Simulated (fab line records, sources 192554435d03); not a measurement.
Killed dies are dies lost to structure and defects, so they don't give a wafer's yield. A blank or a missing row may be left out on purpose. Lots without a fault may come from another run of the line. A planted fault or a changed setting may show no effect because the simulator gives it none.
Which tool did it? | flow n5_finfet | 24 lots, 72 wafers sampled, at 5 steps of a route of 1938

WHAT THE GAUGES READ, wafer by wafer
N5_BEOL_M2_INSPECT_59: inspects for defects (darkfield).
lot  | measured     | on                | raw_defect_count
L074 | day 7 14:52  | defect_inspect-02 | 83 62 74
L075 | day 7 15:41  | defect_inspect-01 | 71 59 68
L078 | day 7 18:32  | defect_inspect-02 | 113 89 129
L077 | day 7 22:37  | defect_inspect-01 | 56 39 68
L079 | day 8 13:35  | defect_inspect-01 | 55 71 66
L080 | day 8 13:46  | defect_inspect-01 | 58 85 67
L081 | day 9 09:43  | defect_inspect-02 | 71 61 52
L082 | day 10 01:46 | defect_inspect-01 | 69 97 63
L083 | day 10 01:57 | defect_inspect-02 | 103 92 77
L084 | day 11 03:59 | defect_inspect-02 | 98 134 170
L085 | day 11 22:47 | defect_inspect-01 | 67 89 84
L087 | day 12 02:26 | defect_inspect-01 | 62 73 40
L086 | day 12 02:46 | defect_inspect-02 | 65 73 56
L089 | day 12 06:17 | defect_inspect-01 | 52 81 99
L076 | day 12 08:16 | defect_inspect-02 | 82 96 86
L090 | day 12 08:56 | defect_inspect-01 | 71 38 48
L088 | day 12 14:13 | defect_inspect-02 | 76 132 113
L091 | day 12 15:49 | defect_inspect-01 | 50 63 55
L092 | day 12 17:46 | defect_inspect-02 | 88 86 94
L093 | day 12 20:59 | defect_inspect-02 | 47 44 59
L094 | day 13 00:27 | defect_inspect-02 | 101 48 77
L095 | day 13 00:43 | defect_inspect-01 | 66 111 87
L096 | day 13 03:58 | defect_inspect-02 | 62 89 63
L097 | day 13 09:36 | defect_inspect-02 | 47 68 65

N5_BEOL_M3_INSPECT_13: inspects for defects (brightfield).
lot  | measured     | on                | raw_defect_count
L074 | day 7 15:57  | defect_inspect-02 | 391 370 377
L075 | day 7 18:20  | defect_inspect-02 | 616 374 460
L078 | day 7 19:13  | defect_inspect-01 | 482 472 449
L077 | day 8 01:16  | defect_inspect-02 | 353 361 496
L079 | day 8 14:43  | defect_inspect-01 | 490 500 377
L080 | day 8 14:57  | defect_inspect-01 | 308 465 331
L081 | day 9 10:39  | defect_inspect-02 | 386 339 274
L082 | day 10 04:53 | defect_inspect-01 | 315 426 381
L083 | day 10 05:03 | defect_inspect-02 | 447 506 473
L084 | day 11 04:40 | defect_inspect-01 | 403 510 552
L085 | day 11 23:35 | defect_inspect-01 | 401 431 369
L087 | day 12 03:43 | defect_inspect-01 | 326 477 438
L086 | day 12 03:57 | defect_inspect-02 | 390 354 342
L089 | day 12 08:31 | defect_inspect-02 | 417 452 404
L076 | day 12 09:34 | defect_inspect-01 | 486 511 391
L090 | day 12 09:49 | defect_inspect-01 | 360 349 253
L088 | day 12 17:29 | defect_inspect-02 | 294 405 477
L091 | day 12 17:44 | defect_inspect-01 | 304 353 295
L092 | day 12 18:41 | defect_inspect-01 | 431 422 495
L093 | day 13 00:10 | defect_inspect-02 | 644 501 425
L094 | day 13 01:08 | defect_inspect-01 | 458 343 350
L095 | day 13 01:39 | defect_inspect-02 | 443 452 521
L096 | day 13 04:46 | defect_inspect-02 | 310 355 235
L097 | day 13 11:39 | defect_inspect-02 | 376 398 420

N5_BEOL_M3_OVL_MEAS_29.
lot  | measured     | on         | V2_OVL (nm)
L074 | day 7 16:57  | overlay-01 | -0.1 1.2 0.0
L075 | day 7 20:17  | overlay-01 | -0.4 -0.2 -0.3
L078 | day 7 20:37  | overlay-01 | 0.1 1.2 0.0
L077 | day 8 02:07  | overlay-01 | 0.9 1.2 1.1
L079 | day 8 15:47  | overlay-01 | 0.6 0.3 0.2
L080 | day 8 15:59  | overlay-01 | 0.9 0.1 0.0
L081 | day 9 11:35  | overlay-01 | -0.5 -0.4 -0.8
L082 | day 10 05:47 | overlay-02 | 0.3 0.5 0.4
L083 | day 10 06:04 | overlay-01 | -1.4 0.0 0.4
L084 | day 11 05:28 | overlay-01 | 0.7 0.6 0.2
L085 | day 12 00:38 | overlay-02 | 1.8 1.2 0.6
L087 | day 12 04:45 | overlay-02 | 0.7 1.4 1.2
L086 | day 12 04:49 | overlay-01 | 1.2 0.1 1.4
L089 | day 12 09:27 | overlay-01 | 1.2 1.3 1.0
L076 | day 12 10:41 | overlay-02 | -0.8 -0.6 -0.6
L090 | day 12 10:52 | overlay-01 | 0.5 1.1 0.9
L088 | day 12 18:34 | overlay-02 | -1.0 -1.3 -0.5
L091 | day 12 18:52 | overlay-02 | 1.5 -0.7 0.2
L092 | day 12 20:00 | overlay-02 | 0.0 0.3 -0.3
L093 | day 13 01:07 | overlay-01 | 0.5 0.3 0.2
L094 | day 13 02:05 | overlay-01 | 0.3 -0.6 1.1
L095 | day 13 02:28 | overlay-01 | 0.5 -0.4 -0.4
L096 | day 13 05:43 | overlay-02 | -0.4 -0.4 0.5
L097 | day 13 12:34 | overlay-02 | 0.8 0.4 1.4

WHICH TOOL RAN EACH LOT (tool, then ch and the chambers of the sampled wafers, then the start)
lot  | N5_BEOL_M2_PRE_CLEAN_60          | N5_BEOL_M3_DESCUM_16
L074 | cvd_co-02 ch 0,1,2, day 7 14:37  | rie_diel-02 ch 2,3, day 7 16:11
L075 | cvd_co-02 ch 1,2, day 7 15:26    | rie_diel-02 ch 2,3, day 7 19:19
L078 | cvd_co-02 ch 0,1,2, day 7 18:16  | rie_diel-06 ch 2,3, day 7 19:39
L077 | cvd_co-02 ch 0,1,2, day 7 22:23  | rie_diel-02 ch 1,2,3, day 8 01:19
L079 | cvd_co-01 ch 0,1,2, day 8 13:20  | rie_diel-04 ch 1,2, day 8 14:50
L080 | cvd_co-02 ch 0,1,2, day 8 13:31  | rie_diel-02 ch 0,1,2, day 8 15:01
L081 | cvd_co-02 ch 0,1,2, day 9 09:28  | rie_diel-02 ch 0,1,3, day 9 10:41
L082 | cvd_co-01 ch 1,2, day 10 01:27   | rie_diel-02 ch 1,2,3, day 10 04:55
L083 | cvd_co-01 ch 1,2, day 10 01:37   | rie_diel-02 ch 0,3, day 10 05:08
L084 | cvd_co-02 ch 0,2, day 11 03:44   | rie_diel-04 ch 0,2,3, day 11 04:41
L085 | cvd_co-02 ch 1,2, day 11 22:32   | rie_diel-06 ch 0,3, day 11 23:37
L087 | cvd_co-02 ch 0,1, day 12 02:10   | rie_diel-04 ch 0,2, day 12 03:45
L086 | cvd_co-01 ch 1,2, day 12 02:29   | rie_diel-04 ch 0,2,3, day 12 03:59
L089 | cvd_co-02 ch 0,1, day 12 06:02   | rie_diel-04 ch 2,3, day 12 08:32
L076 | cvd_co-01 ch 0,1,2, day 12 07:59 | rie_diel-06 ch 1,3, day 12 09:35
L090 | cvd_co-01 ch 1,2, day 12 08:40   | rie_diel-06 ch 1,2,3, day 12 09:56
L088 | cvd_co-01 ch 0,2, day 12 13:58   | rie_diel-06 ch 0,1, day 12 17:32
L091 | cvd_co-01 ch 1,2, day 12 15:34   | rie_diel-06 ch 0,1,3, day 12 17:47
L092 | cvd_co-01 ch 0,1, day 12 17:31   | rie_diel-06 ch 1,2,3, day 12 18:58
L093 | cvd_co-02 ch 0,1,2, day 12 20:44 | rie_diel-06 ch 0,2,3, day 13 00:11
L094 | cvd_co-01 ch 0,1, day 13 00:10   | rie_diel-06 ch 0,1,3, day 13 01:11
L095 | cvd_co-02 ch 0,1,2, day 13 00:26 | rie_diel-06 ch 0,1,2, day 13 01:41
L096 | cvd_co-02 ch 0,2, day 13 03:43   | rie_diel-06 ch 0,1, day 13 04:51
L097 | cvd_co-01 ch 0,2, day 13 09:21   | rie_diel-06 ch 1,2,3, day 13 11:41
- N5_BEOL_M2_PRE_CLEAN_60: time 15 s.
- N5_BEOL_M3_DESCUM_16: chemistry O2, time 7 s.

WHAT THE TOOLS THEMSELVES READ (means of the sampled wafers that have a number; where no wafer has one, the mark that the record gives instead)
N5_BEOL_M2_PRE_CLEAN_60.
lot  | tool      | heater_power_w (W)
L074 | cvd_co-02 | 89
L075 | cvd_co-02 | 83
L078 | cvd_co-02 | 87
L077 | cvd_co-02 | 89
L079 | cvd_co-01 | 84
L080 | cvd_co-02 | 88
L081 | cvd_co-02 | 89
L082 | cvd_co-01 | 89
L083 | cvd_co-01 | 88
L084 | cvd_co-02 | 81
L085 | cvd_co-02 | 84
L087 | cvd_co-02 | 96
L086 | cvd_co-01 | 85
L089 | cvd_co-02 | 95
L076 | cvd_co-01 | 85
L090 | cvd_co-01 | 86
L088 | cvd_co-01 | 84
L091 | cvd_co-01 | 86
L092 | cvd_co-01 | 82
L093 | cvd_co-02 | 89
L094 | cvd_co-01 | 82
L095 | cvd_co-02 | 88
L096 | cvd_co-02 | 82
L097 | cvd_co-01 | 84

N5_BEOL_M3_DESCUM_16.
lot  | tool        | drypump_motor_current_A (A) | oes_product_au (a.u.) | rf_vpp_V (V) | showerhead_plenum_p_Torr (Torr) | throttle_valve_pct (%)
L074 | rie_diel-02 | 5.6                         | 0.71                  | 243.3        | 2.06                            | 20.43
L075 | rie_diel-02 | 5.6                         | 0.72                  | 242.9        | 2.06                            | 20.42
L078 | rie_diel-06 | 5.3                         | 0.73                  | 242.9        | 2.07                            | 20.79
L077 | rie_diel-02 | 5.7                         | 0.71                  | 242.3        | 2.04                            | 20.36
L079 | rie_diel-04 | 5.9                         | 0.70                  | 243.0        | 2.05                            | 20.57
L080 | rie_diel-02 | 5.7                         | 0.82                  | 242.0        | 2.06                            | 20.18
L081 | rie_diel-02 | 5.7                         | 0.80                  | 242.0        | 2.06                            | 20.34
L082 | rie_diel-02 | 5.7                         | 0.70                  | 242.3        | 2.03                            | 20.39
L083 | rie_diel-02 | 5.5                         | 0.87                  | 243.8        | 2.11                            | 20.38
L084 | rie_diel-04 | 5.6                         | 0.76                  | 244.0        | 2.10                            | 20.51
L085 | rie_diel-06 | 5.2                         | 0.76                  | 242.1        | 2.03                            | 20.74
L087 | rie_diel-04 | 5.6                         | 0.83                  | 243.4        | 2.11                            | 20.40
L086 | rie_diel-04 | 5.6                         | 0.76                  | 243.8        | 2.10                            | 20.51
L089 | rie_diel-04 | 5.4                         | 0.69                  | 244.0        | 2.14                            | 20.61
L076 | rie_diel-06 | 5.6                         | 0.73                  | 241.7        | 1.99                            | 20.57
L090 | rie_diel-06 | 5.4                         | 0.70                  | 242.3        | 2.05                            | 20.61
L088 | rie_diel-06 | 5.2                         | 0.80                  | 242.0        | 2.03                            | 20.32
L091 | rie_diel-06 | 5.4                         | 0.76                  | 242.4        | 2.01                            | 20.54
L092 | rie_diel-06 | 5.4                         | 0.71                  | 242.7        | 2.05                            | 20.62
L093 | rie_diel-06 | 5.1                         | 0.74                  | 242.1        | 2.07                            | 20.61
L094 | rie_diel-06 | 5.3                         | 0.76                  | 241.6        | 2.01                            | 20.56
L095 | rie_diel-06 | 5.3                         | 0.75                  | 242.3        | 2.06                            | 20.41
L096 | rie_diel-06 | 5.4                         | 0.76                  | 242.0        | 2.00                            | 20.35
L097 | rie_diel-06 | 5.4                         | 0.70                  | 241.7        | 2.05                            | 20.63

THE ANSWER, worked out from the rows above alone
Rule: what is usual is taken from the lots themselves. Put in order of their means at a reading, lots are off if they are a third of the lots or fewer, leave a main group of 4 or more, and stand apart from it by a gap of 3 or more times the standard deviation of the main group's means; of several such gaps the widest counts. A main group whose means are all the same, to the digits that the tables above print for the reading, isn't used. A lot without any number at a reading at which 4 lots or more have one is off too. The other lots that the step has rows for count as sound. The gauges are gone through in route order, then the tools' own readings, and for those a lot's mean is taken as printed above. The first step at which some lot is off is used, and at that step the reading that is off furthest; a lot without a number counts as furthest.
No lot is off at any reading shown: from this, nothing can be told.

WHAT THE SIMULATOR HAD PUT IN
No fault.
